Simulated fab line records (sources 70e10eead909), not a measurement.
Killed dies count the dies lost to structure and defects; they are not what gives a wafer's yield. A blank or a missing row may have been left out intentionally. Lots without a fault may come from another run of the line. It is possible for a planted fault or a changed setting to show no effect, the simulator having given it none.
fab line records	flow nandHarc
record lots=6	wafers=18	lastDay=24
route steps=1159 shown A_STAIRCASE@618 END@1159
lots untouched by any fault: they come from a run of this same line in which no faults occurred
startH: hours from the record's first day to the start of the lot's first wafer shown	waitH: time in hours since the lot's previous step	" same as the row above	L1.1+2: a row that stands for several wafers	- no value present, or no start provided	* or withheld: withheld	< > ~ a bound
route shown NAME@n: NAME is a module with steps in the file, n the number in the route of the first one	usual: mean/standard deviation of fault-free wafers	same: alike in all rows	chamber/n: place in a boat	sites: the reading at each site	_std_site: their standard deviation	_edge_site: inner sites' mean taken away from outer sites' mean	radiusMm: how far each site lies from the wafer's centre	mask NAME#n: copy n	behind: tool/chamber where the wafer was last shaped	hold: the reason the lot was held/the length of the hold in hours/how it ended	device: whichever transistor did not switch (one of n, p or np)	end of line: at the end of the route, the tests of the same wafers	for a step that has no rows: nothing shown but its recipe	killed: dies that structure and defects cost at the first sort, which is not the same as the wafer's yield	map: shows each die of a wafer: x if killed, . if not, _ if none is there
set.NAME: setting as actually run; set.NAME@STEP: the setting as run at that earlier step	model.NAME: the simulator's own value behind a step, which no gauge read
a table for each step, a row for each wafer; lots at some steps of the route
services: when a tool's chamber went out of use (startH, in hours from the record's first day, below 0 if earlier), for how many hours, and the reason
## steps
# step NHARC_A_STAIRCASE_TRIM_224
# recipe timeS=211.2	o2FlowSccm=500	arFlowSccm=0	biasW=0	chemistry=O2
# usual drypumpMotorCurrentA=5.8/0.47	oesProductAu=1.000/0.015	rfVppV=57.8/0.92	showerheadPlenumPTorr=3.49/0.13	throttleValvePct=17.038/0.009
lot.wafer	tool	chamber	startH	waitH	drypumpMotorCurrentA	oesProductAu	rfHoursCounterH	rfVppV	showerheadPlenumPTorr	throttleValvePct
L173.4	rieDiel-11	3	-	-	5.9	1.007	28	57.2	3.49	17.025
L173.2	"	2	"	"	6.5	0.985	4	58.0	3.58	17.032
L173.6	"	3	"	"	5.9	1.003	-	56.9	3.49	17.030
L181.2	rieDiel-11	0	-	-	6.1	1.002	51	57.3	3.56	17.035
L181.4	"	1	"	"	5.2	0.990	52	56.2	3.32	17.063
L181.5	"	3	"	"	5.9	1.006	-	57.3	3.48	17.025
L185.1	rieDiel-10	0	-	-	6.3	1.009	30	58.4	3.72	17.039
L185.5	"	2	"	"	5.6	1.004	-	56.2	3.41	17.034
L185.6	"	3	"	"	6.0	0.995	-	58.9	3.60	17.023
L187.4	rieDiel-13	3	-	-	5.0	1.008	24	58.3	3.32	17.055
L187.2	"	0	"	"	5.3	1.015	25	59.5	3.79	17.055
L187.6	"	3	"	"	5.0	1.013	-	57.4	3.32	17.037
L186.4	rieDiel-11	3	-	-	5.9	0.999	60	57.7	3.47	17.043
L186.3	"	0	"	"	6.1	0.994	61	57.4	3.55	17.029
L186.5	"	2	"	"	6.5	0.997	-	58.6	3.56	17.041
L191.2	rieDiel-11	2	-	-	6.5	0.999	5	59.5	3.55	17.039
L191.5	"	2	"	"	6.5	0.991	-	57.9	3.55	17.035
L191.6	"	3	"	"	5.9	1.001	-	58.3	3.47	17.036
# step NHARC_A_STAIRCASE_ETCH_225
# recipe targetDepthA=1000	timeS=40.5	ionEnergyEv=400	c4f8FlowSccm=20	o2FlowSccm=10	arFlowSccm=withheld	rfW=600	biasW=1000	chemistry=C4F8/O2
# step NHARC_A_STAIRCASE_TRIM_226
# recipe timeS=211.2	o2FlowSccm=500	arFlowSccm=0	biasW=0	chemistry=O2
# usual drypumpMotorCurrentA=5.8/0.47	oesProductAu=1.001/0.014	rfVppV=57.6/0.87	showerheadPlenumPTorr=3.49/0.14	throttleValvePct=17.037/0.0079
lot.wafer	tool	chamber	startH	waitH	drypumpMotorCurrentA	oesProductAu	rfHoursCounterH	rfVppV	showerheadPlenumPTorr	throttleValvePct
L173.2	rieDiel-11	3	-	-	5.9	0.998	29	58.8	3.49	17.036
L173.4	"	0	"	"	6.1	1.002	29	57.7	3.57	17.029
L173.6	"	2	"	"	6.5	1.003	-	58.3	3.58	17.042
L181.2	rieDiel-11	2	-	-	6.5	1.004	25	57.1	3.57	17.045
L181.4	"	3	"	"	5.9	1.008	49	56.8	3.48	17.031
L181.5	"	0	"	"	6.1	1.002	-	58.3	3.56	17.032
L185.1	rieDiel-10	2	-	-	5.6	1.007	63	58.2	3.41	17.031
L185.5	"	2	"	"	5.6	1.009	-	56.7	3.41	17.039
L185.6	"	3	"	"	6.0	0.991	-	58.7	3.60	17.034
L187.4	rieDiel-13	1	-	-	5.6	0.994	26	57.0	3.42	17.025
L187.2	"	3	"	"	5.0	1.023	24	55.8	3.32	17.034
L187.6	"	1	"	"	5.6	0.994	-	58.7	3.42	17.034
L186.4	rieDiel-11	3	-	-	5.9	1.020	60	57.4	3.47	17.037
L186.3	"	1	"	"	5.2	0.980	63	57.5	3.31	17.041
L186.5	"	3	"	"	5.9	1.007	-	57.9	3.47	17.054
L191.2	rieDiel-11	0	-	-	6.1	0.991	3	56.6	3.55	17.019
L191.5	"	1	"	"	5.2	1.014	-	56.6	3.31	17.050
L191.6	"	2	"	"	6.5	1.003	-	57.6	3.55	17.037
# step NHARC_A_STAIRCASE_ETCH_227
# recipe targetDepthA=1000	timeS=40.5	ionEnergyEv=400	c4f8FlowSccm=20	o2FlowSccm=10	arFlowSccm=withheld	rfW=600	biasW=1000	chemistry=C4F8/O2
# step NHARC_A_STAIRCASE_TRIM_229
# recipe timeS=211.2	o2FlowSccm=500	arFlowSccm=0	biasW=0	chemistry=O2
# step NHARC_A_STAIRCASE_ETCH_230
# recipe targetDepthA=1000	timeS=40.5	ionEnergyEv=400	c4f8FlowSccm=20	o2FlowSccm=10	arFlowSccm=withheld	rfW=600	biasW=1000	chemistry=C4F8/O2
# usual oesProductAu=0.947/0.02	rfVppV=894/5
lot.wafer	tool	chamber	startH	waitH	oesProductAu	rfHoursCounterH	rfVppV
L173.2	rieDiel-11	0	-	-	0.936	30	897
L173.4	"	1	"	"	0.918	30	889
L173.6	"	3	"	"	0.940	-	894
L181.2	rieDiel-13	1	-	-	0.956	14	893
L181.4	"	3	"	"	0.965	15	888
L181.5	"	2	"	"	0.935	-	901
L185.1	rieDiel-11	1	-	-	0.905	56	888
L185.6	"	2	"	"	0.921	-	898
L185.5	"	3	"	"	0.935	-	893
L187.4	rieDiel-13	2	-	-	0.914	25	900
L187.2	"	1	"	"	0.926	26	893
L187.6	"	2	"	"	0.918	-	901
L186.4	rieDiel-11	2	-	-	0.929	38	896
L186.3	"	3	"	"	0.940	60	894
L186.5	"	2	"	"	0.940	-	898
L191.2	rieDiel-10	0	-	-	0.959	10	903
L191.5	"	2	"	"	0.952	-	890
L191.6	"	3	"	"	0.970	-	899
# step NHARC_A_STAIRCASE_TRIM_231
# recipe timeS=211.2	o2FlowSccm=500	arFlowSccm=0	biasW=0	chemistry=O2
# usual drypumpMotorCurrentA=5.8/0.5	oesProductAu=0.998/0.016	rfVppV=57.7/0.93	showerheadPlenumPTorr=3.49/0.15	throttleValvePct=17.036/0.0091
lot.wafer	tool	chamber	startH	waitH	drypumpMotorCurrentA	oesProductAu	rfHoursCounterH	rfVppV	showerheadPlenumPTorr	throttleValvePct
L173.4	rieDiel-11	1	-	-	5.2	0.972	30	58.1	3.33	17.037
L173.2	"	3	"	"	5.9	1.004	29	57.8	3.49	17.041
L173.6	"	1	"	"	5.2	0.971	-	58.2	3.33	17.036
L181.2	rieDiel-13	2	-	-	5.4	1.001	14	58.7	3.68	17.035
L181.4	"	3	"	"	5.0	1.024	15	57.7	3.33	17.036
L181.5	"	0	"	"	5.3	1.035	-	58.3	3.80	17.029
L185.1	rieDiel-11	2	-	-	6.5	0.993	31	57.1	3.56	17.038
L185.6	"	2	"	"	6.5	1.005	-	57.9	3.56	17.037
L185.5	"	3	"	"	5.9	1.004	-	58.5	3.48	17.036
L187.4	rieDiel-13	2	-	-	5.4	0.991	25	57.5	3.67	17.027
L187.2	"	1	"	"	5.6	1.000	26	58.4	3.42	17.034
L187.6	"	2	"	"	5.4	0.983	-	59.2	3.67	17.020
L186.3	rieDiel-11	1	-	-	5.2	0.980	63	57.1	3.31	17.033
L186.4	"	2	"	"	6.5	0.986	38	57.3	3.56	17.033
L186.5	"	1	"	"	5.2	0.974	-	56.0	3.31	17.025
L191.2	rieDiel-10	3	-	-	6.0	1.018	5	58.8	3.60	17.036
L191.5	"	3	"	"	6.0	1.028	-	58.7	3.60	17.050
L191.6	"	0	"	"	6.3	1.003	-	57.2	3.71	17.030
# step NHARC_A_STAIRCASE_ETCH_232
# recipe targetDepthA=1000	timeS=40.5	ionEnergyEv=400	c4f8FlowSccm=20	o2FlowSccm=10	arFlowSccm=withheld	rfW=600	biasW=1000	chemistry=C4F8/O2
# step NHARC_A_STAIRCASE_TRIM_233
# recipe timeS=211.2	o2FlowSccm=500	arFlowSccm=0	biasW=0	chemistry=O2
# usual drypumpMotorCurrentA=5.8/0.49	oesProductAu=1.000/0.015	rfVppV=57.7/0.85	showerheadPlenumPTorr=3.50/0.14	throttleValvePct=17.037/0.011
lot.wafer	tool	chamber	startH	waitH	drypumpMotorCurrentA	oesProductAu	rfHoursCounterH	rfVppV	showerheadPlenumPTorr	throttleValvePct
L173.4	rieDiel-11	3	-	-	5.9	1.003	29	57.7	3.49	17.038
L173.2	"	0	"	"	6.1	0.999	30	58.9	3.57	17.045
L173.6	"	2	"	"	6.5	0.990	-	57.0	3.58	17.038
L181.2	rieDiel-13	0	-	-	5.3	1.016	14	59.4	3.80	17.045
L181.4	"	1	"	"	5.6	0.994	14	57.3	3.43	17.048
L181.5	"	0	"	"	5.3	1.023	-	57.6	3.80	17.030
L185.1	rieDiel-11	0	-	-	6.1	0.993	56	59.0	3.55	17.052
L185.5	"	0	"	"	6.0	0.997	-	55.9	3.55	17.041
L185.6	"	1	"	"	5.2	0.965	-	58.3	3.31	17.033
L187.4	rieDiel-13	0	-	-	5.3	1.023	25	57.8	3.79	17.041
L187.2	"	3	"	"	5.0	1.021	24	57.6	3.32	17.027
L187.6	"	0	"	"	5.2	1.025	-	58.1	3.79	17.025
L186.3	rieDiel-11	1	-	-	5.2	0.977	63	57.3	3.31	17.044
L186.4	"	3	"	"	5.9	1.005	61	56.7	3.47	17.029
L186.5	"	2	"	"	6.5	1.000	-	57.7	3.56	17.047
L191.2	rieDiel-10	1	-	-	6.3	1.002	10	58.6	3.80	17.045
L191.6	"	3	"	"	6.0	1.025	-	58.0	3.60	17.031
L191.5	"	0	"	"	6.3	1.017	-	58.0	3.71	17.044
# step NHARC_A_STAIRCASE_ETCH_234
# recipe targetDepthA=1000	timeS=40.5	ionEnergyEv=400	c4f8FlowSccm=20	o2FlowSccm=10	arFlowSccm=withheld	rfW=600	biasW=1000	chemistry=C4F8/O2
# step NHARC_A_STAIRCASE_TRIM_235
# recipe timeS=211.2	o2FlowSccm=500	arFlowSccm=0	biasW=0	chemistry=O2
# step NHARC_A_STAIRCASE_ETCH_236
# recipe targetDepthA=1000	timeS=40.5	ionEnergyEv=400	c4f8FlowSccm=20	o2FlowSccm=10	arFlowSccm=withheld	rfW=600	biasW=1000	chemistry=C4F8/O2
# usual oesProductAu=0.942/0.015	rfVppV=895/5.2
lot.wafer	tool	chamber	startH	waitH	oesProductAu	rfHoursCounterH	rfVppV
L173.2	rieDiel-11	0	269.02	-	0.935	30	898
L173.4	"	1	"	"	0.909	31	888
L173.6	"	0	"	"	0.947	-	898
L181.4	rieDiel-13	1	326.30	-	0.932	14	892
L181.2	"	2	"	"	0.952	15	901
L181.5	"	1	"	"	0.932	-	892
L185.1	rieDiel-11	3	336.97	-	0.770	55	894
L185.5	"	1	"	"	0.739	-	890
L185.6	"	2	"	"	0.747	-	897
L187.2	rieDiel-13	3	350.58	-	0.959	25	890
L187.4	"	2	"	"	0.945	25	901
L187.6	"	0	"	"	0.958	-	905
L186.3	rieDiel-11	3	351.89	-	0.765	61	895
L186.4	"	0	"	"	0.763	61	896
L186.5	"	3	"	"	0.770	-	894
L191.2	rieDiel-10	2	387.89	-	0.956	9	890
L191.5	"	3	"	"	0.969	-	899
L191.6	"	0	"	"	0.961	-	902
# step NHARC_END_SORT_01
# recipe tempC=25
# usual killedAtArray=27/10	killedAtOther=0.6/0.83	killedAtPeriphery=2.4/1.8	killedDies=30/10	killedOpen=3.3/1.7	killedShort=1.8/1.4
# same grossDies=677
lot.wafer	tool	chamber	startH	waitH	killedAtArray	killedAtOther	killedAtPeriphery	killedDies	killedOpen	killedShort
L185.1	prober-01	0	522.15	2.5	675	0	2	677	2	6
L185.5	prober-01	0	525.35	3.7	673	0	4	677	7	2
L185.6	prober-01	0	526.15	4.0	676	0	1	677	2	2
L187.2	prober-02	0	544.74	2.8	22	0	1	23	1	0
L187.4	prober-02	0	546.35	3.4	32	0	3	35	0	1
L187.6	prober-02	0	547.96	4.0	34	0	5	39	4	2
L186.3	prober-01	0	545.54	3.1	672	1	4	677	3	2
L186.4	prober-01	0	546.34	3.4	674	1	2	677	3	4
L186.5	prober-01	0	547.14	3.7	674	1	2	677	5	2
# killed by level:class
L185.1 A_STAIRCASE:areaEtch=639 A_SLIT:chamberFilmFlake=17 A_CHANNEL_HOLE_D1:chamberFilmFlake=5 A_STAIRCASE:chamberFilmFlake=4 A_WL_FILL:geometricParticle:short=2 A_SGD_CUT:chamberFilmFlake=2 P_STI:geometricParticle:short=1 A_CHANNEL_FILL_D1:geometricParticle:open=1
L185.5 A_STAIRCASE:areaEtch=631 A_SLIT:chamberFilmFlake=18 A_STAIRCASE:chamberFilmFlake=7 A_SGD_CUT:chamberFilmFlake=6 A_CHANNEL_HOLE_D1:chamberFilmFlake=3 A_CONTACT:chamberFilmFlake=3 P_CONTACT:geometricParticle:open=2 P_STI:geometricParticle:open=1
L185.6 A_STAIRCASE:areaEtch=640 A_SLIT:chamberFilmFlake=16 A_CHANNEL_HOLE_D1:chamberFilmFlake=7 A_STAIRCASE:chamberFilmFlake=4 A_CONTACT:chamberFilmFlake=3 A_CHANNEL_FILL_D1:geometricParticle:short=1 A_CONTACT:geometricParticle:open=1 A_M0:geometricParticle:short=1
L187.2 A_CHANNEL_HOLE_D1:chamberFilmFlake=15 A_CONTACT:chamberFilmFlake=5 A_CHANNEL_HOLE_D1:geometricParticle:open=1 P_STI:chamberFilmFlake=1 A_STAIRCASE:chamberFilmFlake=1
L186.3 A_STAIRCASE:areaEtch=655 A_STAIRCASE:chamberFilmFlake=4 A_BLC:chamberFilmFlake=4 A_CHANNEL_HOLE_D1:chamberFilmFlake=3 A_CHANNEL_FILL_D1:geometricParticle:short=2 P_STI:chamberFilmFlake=2 A_CONTACT:chamberFilmFlake=2 P_M0:geometricParticle:open=1
L186.4 A_STAIRCASE:areaEtch=647 A_CHANNEL_HOLE_D1:chamberFilmFlake=8 A_BLC:chamberFilmFlake=8 A_STAIRCASE:chamberFilmFlake=4 P_GATE:geometricParticle:short=1 P_GATE:geometricParticle:open=1 A_ONON_D1:geometricParticle:open=1 A_CHANNEL_HOLE_D1:geometricParticle:short=1
L187.4 A_CHANNEL_HOLE_D1:chamberFilmFlake=21 A_CONTACT:chamberFilmFlake=5 P_STI:chamberFilmFlake=2 A_STAIRCASE:chamberFilmFlake=2 A_M0:chamberFilmFlake=2 A_BLC:geometricParticle:short=1 P_GATE:chamberFilmFlake=1 A_ZERO_WELL:chamberFilmFlake=1
L186.5 A_STAIRCASE:areaEtch=654 A_CHANNEL_HOLE_D1:chamberFilmFlake=5 A_STAIRCASE:chamberFilmFlake=4 A_BLC:chamberFilmFlake=3 A_CONTACT:geometricParticle:open=2 A_CONTACT:chamberFilmFlake=2 P_M0:geometricParticle:open=1 P_M0:geometricParticle:short=1
L187.6 A_CHANNEL_HOLE_D1:chamberFilmFlake=20 A_STAIRCASE:chamberFilmFlake=6 A_CONTACT:geometricParticle:open=3 P_STI:chamberFilmFlake=3 A_CONTACT:chamberFilmFlake=3 P_M0:geometricParticle:short=1 P_M1:geometricParticle:open=1 A_CHANNEL_FILL_D1:geometricParticle:short=1
# map L185.1 (x killed, . not)
____________x____________
_________xxxxxxx_________
_______xxxxxxxxxxx_______
______xxxxxxxxxxxxx______
_____xxxxxxxxxxxxxxx_____
____xxxxxxxxxxxxxxxxx____
____xxxxxxxxxxxxxxxxx____
___xxxxxxxxxxxxxxxxxxx___
___xxxxxxxxxxxxxxxxxxx___
__xxxxxxxxxxxxxxxxxxxxx__
__xxxxxxxxxxxxxxxxxxxxx__
_xxxxxxxxxxxxxxxxxxxxxxx_
_xxxxxxxxxxxxxxxxxxxxxxx_
_xxxxxxxxxxxxxxxxxxxxxxx_
_xxxxxxxxxxxxxxxxxxxxxxx_
_xxxxxxxxxxxxxxxxxxxxxxx_
xxxxxxxxxxxxxxxxxxxxxxxxx
xxxxxxxxxxxxxxxxxxxxxxxxx
xxxxxxxxxxxxxxxxxxxxxxxxx
xxxxxxxxxxxxxxxxxxxxxxxxx
xxxxxxxxxxxxxxxxxxxxxxxxx
_xxxxxxxxxxxxxxxxxxxxxxx_
_xxxxxxxxxxxxxxxxxxxxxxx_
_xxxxxxxxxxxxxxxxxxxxxxx_
_xxxxxxxxxxxxxxxxxxxxxxx_
_xxxxxxxxxxxxxxxxxxxxxxx_
__xxxxxxxxxxxxxxxxxxxxx__
__xxxxxxxxxxxxxxxxxxxxx__
___xxxxxxxxxxxxxxxxxxx___
___xxxxxxxxxxxxxxxxxxx___
____xxxxxxxxxxxxxxxxx____
____xxxxxxxxxxxxxxxxx____
_____xxxxxxxxxxxxxxx_____
______xxxxxxxxxxxxx______
_______xxxxxxxxxxx_______
_________xxxxxxx_________
____________x____________
# map L186.3 (x killed, . not)
____________x____________
_________xxxxxxx_________
_______xxxxxxxxxxx_______
______xxxxxxxxxxxxx______
_____xxxxxxxxxxxxxxx_____
____xxxxxxxxxxxxxxxxx____
____xxxxxxxxxxxxxxxxx____
___xxxxxxxxxxxxxxxxxxx___
___xxxxxxxxxxxxxxxxxxx___
__xxxxxxxxxxxxxxxxxxxxx__
__xxxxxxxxxxxxxxxxxxxxx__
_xxxxxxxxxxxxxxxxxxxxxxx_
_xxxxxxxxxxxxxxxxxxxxxxx_
_xxxxxxxxxxxxxxxxxxxxxxx_
_xxxxxxxxxxxxxxxxxxxxxxx_
_xxxxxxxxxxxxxxxxxxxxxxx_
xxxxxxxxxxxxxxxxxxxxxxxxx
xxxxxxxxxxxxxxxxxxxxxxxxx
xxxxxxxxxxxxxxxxxxxxxxxxx
xxxxxxxxxxxxxxxxxxxxxxxxx
xxxxxxxxxxxxxxxxxxxxxxxxx
_xxxxxxxxxxxxxxxxxxxxxxx_
_xxxxxxxxxxxxxxxxxxxxxxx_
_xxxxxxxxxxxxxxxxxxxxxxx_
_xxxxxxxxxxxxxxxxxxxxxxx_
_xxxxxxxxxxxxxxxxxxxxxxx_
__xxxxxxxxxxxxxxxxxxxxx__
__xxxxxxxxxxxxxxxxxxxxx__
___xxxxxxxxxxxxxxxxxxx___
___xxxxxxxxxxxxxxxxxxx___
____xxxxxxxxxxxxxxxxx____
____xxxxxxxxxxxxxxxxx____
_____xxxxxxxxxxxxxxx_____
______xxxxxxxxxxxxx______
_______xxxxxxxxxxx_______
_________xxxxxxx_________
____________x____________
## services
tool	chamber	startH	hours	kind
rieDiel-11	0	247.79	-	clean
rieDiel-11	1	247.79	-	clean
rieDiel-11	2	247.79	-	clean
rieDiel-11	3	247.79	-	clean
rieDiel-11	0	272.29	-	clean
rieDiel-11	1	272.29	-	clean
rieDiel-11	2	272.29	-	clean
rieDiel-11	3	272.29	-	clean
rieDiel-13	-	276.00	9.0	pm
rieDiel-11	0	296.81	-	clean
rieDiel-11	1	296.81	-	clean
rieDiel-11	2	296.81	-	clean
rieDiel-11	3	296.81	-	clean
rieDiel-11	0	321.31	-	clean
rieDiel-11	1	321.31	-	clean
rieDiel-11	2	321.31	-	clean
rieDiel-11	3	321.31	-	clean
rieDiel-10	2	344.04	9.2	repair
rieDiel-11	0	345.81	-	clean
rieDiel-11	1	345.81	-	clean
rieDiel-11	2	345.81	-	clean
rieDiel-10	-	353.50	9.0	pm
rieDiel-11	-	366.65	9.0	pm
rieDiel-10	3	373.61	6.9	repair
## key
firstSign step=NHARC_A_STAIRCASE_ETCH_236	reading=oesProductAu	direction=down	sigmas=12	usual=0.942	struck=0.759
effect step=NHARC_END_SORT_01	reading=killedAtArray	direction=up	sigmas=63	usual=27	struck=674
moreKillsBornAt NHARC_A_STAIRCASE_ETCH_236@rieDiel-11=3866
metAt NHARC_A_STAIRCASE_ETCH_236
struckWafers L185.1,L185.5,L185.6,L186.3,L186.4,L186.5
laterRowsLeftOut L185.1,L185.5,L185.6,L186.3,L186.4,L186.5
testerLeftOut L185,L186
onsetBetween 269.02 336.97
earlierFault kind=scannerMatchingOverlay	tool=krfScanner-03	chamber=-	onsetH=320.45	steps=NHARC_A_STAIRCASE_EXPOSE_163	offset=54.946
fault kind=processParameterDrift	tool=rieDiel-11	chamber=-	onsetH=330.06	steps=NHARC_A_STAIRCASE_ETCH_236	channel=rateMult	offset=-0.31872	shape=step	endH=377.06
# testerLeftOut: of these lots the tester's yield and bins aren't shown, on N5 and GAA mostly nor the transistor test; their killed dies are dies lost to structure and defects alone, not to doping, threshold or leakage, so they don't give the yield
# laterRowsLeftOut: the simulator's readings of these wafers behind a module that went badly wrong aren't trusted and aren't shown, but for the sort
